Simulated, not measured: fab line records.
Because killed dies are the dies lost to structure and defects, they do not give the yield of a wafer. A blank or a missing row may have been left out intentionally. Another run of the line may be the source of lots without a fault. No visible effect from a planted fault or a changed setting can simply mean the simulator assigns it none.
fab line records    flow n5Finfet
record lots=15  wafers=45  lastDay=19
route steps=1938 shown ZERO_LAYER@15 WELL_APT@26 PMOS_HMC_CHANNEL_EPI@67
lots untouched by any fault: they come from a run of this same line in which no faults occurred
startH: hours from the record's opening day to when the first of the lot's shown wafers began    waitH: how many hours have passed since the lot's step before this one    " as in the row above    L1.1+2: several wafers, shown together as one row    - either no value or no given start    * or withheld: withheld    < > ~ a bound
route shown NAME@n: NAME is a module with steps in the file, n the number in the route of the first one    usual: mean and standard deviation over wafers with no fault    same: alike in all rows    chamber/n: place in a boat    sites: each site's reading    _std_site: standard deviation of those values    _edge_site: inner sites' mean taken away from outer sites' mean    radiusMm: how far each site lies from the wafer's centre    mask NAME#n: copy n    behind: the tool/chamber that last shaped the wafer    hold: why the lot was held/for how many hours/how that ended    device: whichever transistor did not switch (one of n, p or np)    end of line: tests of these same wafers at the route's end    where a step has no rows: the recipe by itself    killed: at the first sort, the dies lost to defects and structure; wafer yield is something else    map: dies across one wafer; x = killed, . = not, _ = none there
set.NAME: the setting that was run; set.NAME@STEP: the one run at that earlier step    model.NAME: the simulator's own value behind a step, which no gauge read
a sample of lots followed through the steps of the route, with each step as a table and each wafer as a row
services: a tool's chamber out of use, with start hour (startH, from the record's first day; less than 0 if before it), hours out, and reason
## steps
# step N5_ZERO_LAYER_ETCH_17
# recipe chemistry=CF4  target=SiO2  targetDepthA=120  timeS=13.3  ionEnergyEv=350  pressureMtorr=40  sourceW=450  biasW=215  Ar_flow_sccm=100  cf4FlowSccm=100
# usual drypumpMotorCurrentA=5.4/0.37  mfcArSccm=100.0/0.3  oesProductAu=0.78/0.07  rfFwdPowerW=445.9/1.8  rfVppV=948.6/2.9  showerheadPlenumPTorr=2.14/0.046  throttleValvePct=15.68/0.23
lot.wafer  tool        chamber  startH  waitH  drypumpMotorCurrentA  mfcArSccm  oesProductAu  rfFwdPowerW  rfHoursCounterH  rfVppV  showerheadPlenumPTorr  throttleValvePct
L962.4     rieDiel-05  3        18.72   0.0    5.4                   100.0      0.81          450.0        79               952.0   2.17                   15.35
L962.5     "           3        "       "      5.4                   99.9       0.81          445.4        -                949.4   2.17                   15.33
L962.6     "           2        "       "      5.8                   99.9       0.89          445.1        -                950.0   2.18                   15.84
L963.2     rieDiel-06  3        25.07   0.0    5.1                   99.4       0.73          442.9        196              948.1   2.12                   15.89
L963.3     "           2        "       "      5.8                   100.2      0.85          447.0        51               950.4   2.18                   15.61
L963.5     "           0        "       "      5.4                   100.3      0.76          444.7        -                949.2   2.14                   15.79
L967.2     rieDiel-03  1        48.91   0.0    5.1                   99.9       0.87          449.3        44               951.0   2.18                   15.35
L967.3     "           3        "       "      5.4                   100.3      0.79          444.7        106              950.3   2.15                   15.83
L967.6     "           1        "       "      5.1                   100.4      0.87          449.6        -                948.9   2.18                   15.34
L968.3     rieDiel-05  1        54.86   0.0    4.9                   100.5      0.93          447.3        23               947.3   2.10                   15.30
L968.5     "           2        "       "      5.8                   99.7       0.85          445.0        -                949.6   2.18                   15.86
L968.6     "           3        "       "      5.4                   99.8       0.79          446.6        -                949.3   2.17                   15.35
L969.2     rieDiel-03  0        60.84   0.0    6.2                   99.9       0.70          448.1        235              946.5   2.11                   15.73
L969.4     "           3        "       "      5.5                   100.1      0.79          445.3        110              950.5   2.15                   15.84
L969.5     "           3        "       "      5.4                   100.3      0.79          444.1        -                949.8   2.15                   15.82
L972.1     rieDiel-06  3        79.04   0.0    5.1                   100.1      0.72          448.1        214              946.3   2.12                   15.95
L972.2     "           1        "       "      5.7                   100.1      0.69          447.2        228              942.4   2.03                   15.83
L972.3     "           0        "       "      5.4                   99.8       0.75          444.1        171              947.9   2.13                   15.83
L973.4     rieDiel-05  2        84.90   0.0    5.8                   100.2      0.84          443.7        72               951.5   2.17                   15.89
L973.5     "           1        "       "      5.0                   99.8       0.91          447.0        -                945.7   2.10                   15.31
L973.6     "           2        "       "      5.8                   100.3      0.85          444.2        -                950.2   2.17                   15.89
L975.2     rieDiel-06  3        96.84   0.0    5.2                   100.0      0.71          443.0        219              946.8   2.11                   15.95
L975.3     "           2        "       "      5.8                   100.2      0.82          449.6        72               950.8   2.17                   15.64
L975.5     "           1        "       "      5.7                   99.9       0.69          447.0        -                943.6   2.03                   15.84
L976.3     rieDiel-05  3        102.96  0.0    5.4                   100.0      0.78          446.7        105              950.0   2.16                   15.41
L976.4     "           0        "       "      4.9                   99.7       0.70          444.5        197              947.1   2.13                   15.91
L976.5     "           0        "       "      4.9                   100.0      0.71          443.4        -                947.7   2.13                   15.93
L977.2     rieDiel-03  2        108.86  0.0    5.7                   99.9       0.73          445.1        164              953.6   2.22                   15.46
L977.3     "           0        "       "      6.2                   99.4       0.69          447.2        250              947.3   2.11                   15.76
L977.4     "           1        "       "      5.1                   100.1      0.85          445.8        62               950.1   2.17                   15.39
L978.1     rieDiel-03  2        114.86  0.0    5.7                   100.2      0.72          448.9        166              955.2   2.22                   15.47
L978.3     "           1        "       "      5.1                   100.5      0.84          448.8        65               949.4   2.17                   15.39
L978.6     "           2        "       "      5.7                   100.7      0.73          445.5        -                954.1   2.22                   15.46
L980.1     rieDiel-03  2        127.01  0.0    5.8                   99.4       0.73          446.0        171              954.1   2.22                   15.46
L980.3     "           3        "       "      5.4                   100.3      0.77          447.2        133              947.3   2.14                   15.88
L980.6     "           2        "       "      5.8                   100.2      0.72          445.4        -                952.7   2.22                   15.47
L981.1     rieDiel-06  2        132.86  0.0    5.8                   100.6      0.81          446.9        86               949.7   2.17                   15.68
L981.2     "           1        "       "      5.7                   99.7       0.68          446.3        246              942.8   2.03                   15.86
L981.3     "           3        "       "      5.2                   100.0      0.70          447.0        231              946.5   2.11                   15.98
L983.4     rieDiel-05  1        144.85  0.0    4.9                   100.1      0.88          444.9        48               945.6   2.09                   15.35
L983.5     "           0        "       "      4.9                   99.8       0.70          443.6        -                948.2   2.12                   15.93
L983.6     "           1        "       "      4.9                   100.0      0.88          445.4        -                945.2   2.09                   15.36
L984.1     rieDiel-06  2        150.84  0.0    5.8                   100.6      0.80          445.7        92               950.0   2.16                   15.70
L984.3     "           0        "       "      5.4                   99.7       0.73          445.1        190              948.4   2.13                   15.87
L984.6     "           2        "       "      5.9                   99.8       0.79          448.8        -                950.1   2.16                   15.69
# step N5_WELL_APT_DEVELOP_07
# recipe developTimeS=45  rinseLiquid=surfactantRinse  dry=airSpin  devTempC=21
# usual chillPlateTempC=22.99/0.091  developTimeS=45/0
lot.wafer  tool           chamber  startH  waitH  chillPlateTempC  developTimeS
L962.4     lithoTrack-03  0        19.45   -      22.88            45
L962.5     "              0        "       "      23.01            45
L962.6     "              0        "       "      23.02            45
L963.2     lithoTrack-05  0        25.95   -      23.08            45
L963.3     "              0        "       "      23.11            45
L963.5     "              0        "       "      23.18            45
L967.2     lithoTrack-02  -        49.64   -      -                -
L967.3     "              -        "       "      -                -
L967.6     "              -        "       "      -                -
L968.3     lithoTrack-03  -        55.59   -      -                -
L968.5     "              -        "       "      -                -
L968.6     "              -        "       "      -                -
L969.2     lithoTrack-05  -        61.57   -      -                -
L969.4     "              -        "       "      -                -
L969.5     "              -        "       "      -                -
L972.1     lithoTrack-03  0        79.78   -      23.03            45
L972.2     "              0        "       "      23.09            45
L972.3     "              0        "       "      22.97            45
L973.4     lithoTrack-02  0        85.75   -      23.04            45
L973.5     "              0        "       "      22.98            45
L973.6     "              0        "       "      22.91            45
L975.2     lithoTrack-03  0        97.70   -      22.96            45
L975.3     "              0        "       "      22.99            45
L975.5     "              0        "       "      22.95            45
L976.3     lithoTrack-02  0        103.71  -      22.94            45
L976.4     "              0        "       "      22.87            45
L976.5     "              0        "       "      22.99            45
L977.2     lithoTrack-03  0        109.72  -      22.91            45
L977.3     "              0        "       "      22.88            45
L977.4     "              0        "       "      22.92            45
L978.1     lithoTrack-05  0        115.70  -      22.88            45
L978.3     "              0        "       "      22.91            45
L978.6     "              0        "       "      23.13            45
L980.1     lithoTrack-03  0        127.88  -      22.99            45
L980.3     "              0        "       "      23.15            45
L980.6     "              0        "       "      23.03            45
L981.1     lithoTrack-03  0        133.61  -      23.05            45
L981.2     "              0        "       "      22.91            45
L981.3     "              0        "       "      22.99            45
L983.4     lithoTrack-05  0        145.60  -      22.99            45
L983.5     "              0        "       "      22.95            45
L983.6     "              0        "       "      22.85            45
L984.1     lithoTrack-05  0        151.70  -      23.07            45
L984.3     "              0        "       "      22.99            45
L984.6     "              0        "       "      22.85            45
# step N5_PMOS_HMC_CHANNEL_EPI_INSPECT_11
# recipe mode=adi  inspectInstrument=macro
# usual rawDefectCount=2.0/1.4
lot.wafer  tool              chamber  startH  waitH  rawDefectCount
L962.4     defectInspect-01  -        23.89   0.0    1
L962.5     "                 -        "       "      4
L962.6     "                 -        "       "      0
L963.2     defectInspect-02  -        29.54   0.0    2
L963.3     "                 -        "       "      5
L963.5     "                 -        "       "      1
L972.1     defectInspect-02  -        83.63   0.0    0
L972.2     "                 -        "       "      1
L972.3     "                 -        "       "      1
L973.4     defectInspect-01  -        89.50   0.0    2
L973.5     "                 -        "       "      1
L973.6     "                 -        "       "      4
L975.2     defectInspect-02  -        101.51  0.0    3
L975.3     "                 -        "       "      4
L975.5     "                 -        "       "      2
L976.3     defectInspect-02  -        107.29  0.0    3
L976.4     "                 -        "       "      2
L976.5     "                 -        "       "      1
L977.2     defectInspect-01  -        113.35  0.0    5
L977.3     "                 -        "       "      2
L977.4     "                 -        "       "      0
L978.1     defectInspect-02  -        119.41  0.0    3
L978.3     "                 -        "       "      3
L978.6     "                 -        "       "      4
L980.1     defectInspect-02  -        131.86  0.0    3
L980.3     "                 -        "       "      2
L980.6     "                 -        "       "      1
L981.1     defectInspect-02  -        137.29  0.0    1
L981.2     "                 -        "       "      3
L981.3     "                 -        "       "      4
L983.4     defectInspect-01  -        149.62  0.0    1
L983.5     "                 -        "       "      3
L983.6     "                 -        "       "      3
L984.1     defectInspect-01  -        155.63  0.0    2
L984.3     "                 -        "       "      0
L984.6     "                 -        "       "      0
# step N5_PMOS_HMC_CHANNEL_EPI_ETCH_32
# recipe chemistry=N2/H2  target=BARC  stopOn=SiO2  targetDepthA=858  overEtchFrac=0.3  timeS=50.3  ionEnergyEv=200  maskMaterial=CAR-ArF-block  pressureMtorr=30  sourceW=840  biasW=150  n2FlowSccm=200  h2FlowSccm=200
# usual drypumpMotorCurrentA=5.5/0.37  oesProductAu=0.66/0.054  rfFwdPowerW=831/3.7  rfVppV=524.0/1.8  showerheadPlenumPTorr=2.54/0.057  throttleValvePct=17.88/0.24
lot.wafer  tool        chamber  startH  waitH  drypumpMotorCurrentA  oesProductAu  rfFwdPowerW  rfHoursCounterH  rfVppV  showerheadPlenumPTorr  throttleValvePct
L962.4     rieDiel-03  0        24.15   0.0    6.3                   0.60          834          224              522.9   2.51                   17.89
L962.5     "           2        "       "      5.8                   0.63          834          -                525.7   2.64                   17.51
L962.6     "           3        "       "      5.5                   0.68          831          -                524.6   2.57                   18.08
L963.2     rieDiel-03  3        29.61   0.0    5.4                   0.67          831          100              523.3   2.57                   18.08
L963.3     "           1        "       "      5.1                   0.76          840          37               524.1   2.59                   17.60
L963.5     "           3        "       "      5.4                   0.68          830          -                525.1   2.57                   18.06
L972.1     rieDiel-03  3        83.70   0.0    5.5                   0.66          831          117              522.4   2.56                   18.12
L972.2     "           2        "       "      5.8                   0.62          834          155              527.0   2.63                   17.54
L972.3     "           0        "       "      6.3                   0.59          837          241              522.3   2.51                   17.91
L973.4     rieDiel-03  3        89.96   0.0    5.4                   0.66          827          120              524.7   2.56                   18.10
L973.5     "           3        "       "      5.4                   0.67          828          -                524.8   2.56                   18.13
L973.6     "           2        "       "      5.8                   0.62          831          -                526.4   2.63                   17.58
L975.2     rieDiel-06  1        101.73  0.0    5.7                   0.59          830          234              519.7   2.40                   18.06
L975.3     "           0        "       "      5.4                   0.63          830          178              525.8   2.53                   18.09
L975.5     "           1        "       "      5.7                   0.60          830          -                521.2   2.40                   18.04
L976.3     rieDiel-05  0        107.36  0.0    4.9                   0.61          826          198              522.7   2.52                   18.10
L976.4     "           3        "       "      5.4                   0.68          833          106              524.7   2.56                   17.57
L976.5     "           3        "       "      5.4                   0.68          829          -                525.9   2.56                   17.57
L977.2     rieDiel-06  0        113.42  0.0    5.4                   0.64          826          181              523.8   2.53                   18.09
L977.3     "           2        "       "      5.8                   0.69          830          77               526.6   2.58                   17.87
L977.4     "           3        "       "      5.1                   0.61          831          224              523.4   2.50                   18.09
L978.1     rieDiel-06  1        119.48  0.0    5.7                   0.58          830          240              520.5   2.40                   18.06
L978.3     "           3        "       "      5.2                   0.60          828          226              521.5   2.50                   18.10
L978.6     "           1        "       "      5.7                   0.59          835          -                520.3   2.40                   18.06
L980.1     rieDiel-05  2        131.93  0.0    5.8                   0.71          828          87               523.6   2.57                   18.11
L980.3     "           1        "       "      4.9                   0.76          826          44               522.2   2.48                   17.54
L980.6     "           0        "       "      4.9                   0.61          825          -                523.0   2.52                   18.10
L981.1     rieDiel-06  1        137.36  0.0    5.7                   0.58          831          247              518.9   2.39                   18.08
L981.2     "           3        "       "      5.1                   0.60          829          233              522.5   2.50                   18.11
L981.3     "           0        "       "      5.4                   0.63          826          186              523.8   2.53                   18.08
L983.4     rieDiel-03  3        149.68  0.0    5.4                   0.65          834          141              523.5   2.55                   18.15
L983.5     "           0        "       "      6.2                   0.81          840          -                522.5   2.50                   17.53
L983.6     "           1        "       "      5.1                   0.70          830          -                523.7   2.57                   17.66
L984.1     rieDiel-06  3        155.95  0.0    5.1                   0.60          830          240              523.6   2.49                   18.11
L984.3     "           2        "       "      5.8                   0.67          836          94               524.6   2.57                   17.90
L984.6     "           3        "       "      5.1                   0.60          832          -                522.2   2.49                   18.11
## services
tool           chamber  startH  hours  kind
rieDiel-03     -        -4.97   0.5    repair
rieDiel-05     0        -0.38   10.9   repair
rieDiel-05     -        2.92    2.8    pm
lithoTrack-05  -        9.48    -      consumableReplace:filter
rieDiel-06     1        45.23   9.4    repair
rieDiel-05     -        53.95   0.3    repair
lithoTrack-03  -        78.28   -      consumableReplace:filter
rieDiel-03     0        109.73  -      clean
rieDiel-03     0        109.73  -      consumableReplace:focusRing
rieDiel-03     0        109.73  26.8   scheduledDown
rieDiel-03     0        109.73  26.8   ventCycle
rieDiel-06     1        144.27  14.9   repair
rieDiel-03     3        152.15  13.5   repair
## key
firstSign step=N5_WELL_APT_DEVELOP_07  reading=toolRecord  direction=missing
effect none on later readings
metAt N5_WELL_APT_DEVELOP_07
struckLots L967,L968,L969
laterRowsLeftOut L967.2,L967.3,L967.6,L968.3,L968.5,L968.6,L969.2,L969.4,L969.5
sortLeftOut L967.2,L967.3,L967.6,L968.3,L968.5,L968.6,L969.2,L969.4,L969.5
notActingAt N5_ZERO_LAYER_ETCH_17,N5_PMOS_HMC_CHANNEL_EPI_INSPECT_11,N5_PMOS_HMC_CHANNEL_EPI_ETCH_32
onsetBetween 25.95 49.64
fault kind=skippedStepWhole  tool=lithoTrack-02,lithoTrack-03,lithoTrack-05  chamber=-  onsetH=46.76  steps=N5_WELL_APT_DEVELOP_07  scope=struckLotsOnly
# sortLeftOut: the simulated sort isn't trusted on such a fault, so these wafers' sort isn't shown, and their yield isn't known
# laterRowsLeftOut: the simulator's readings of these wafers behind a module that went badly wrong aren't trusted and aren't shown, but for the sort
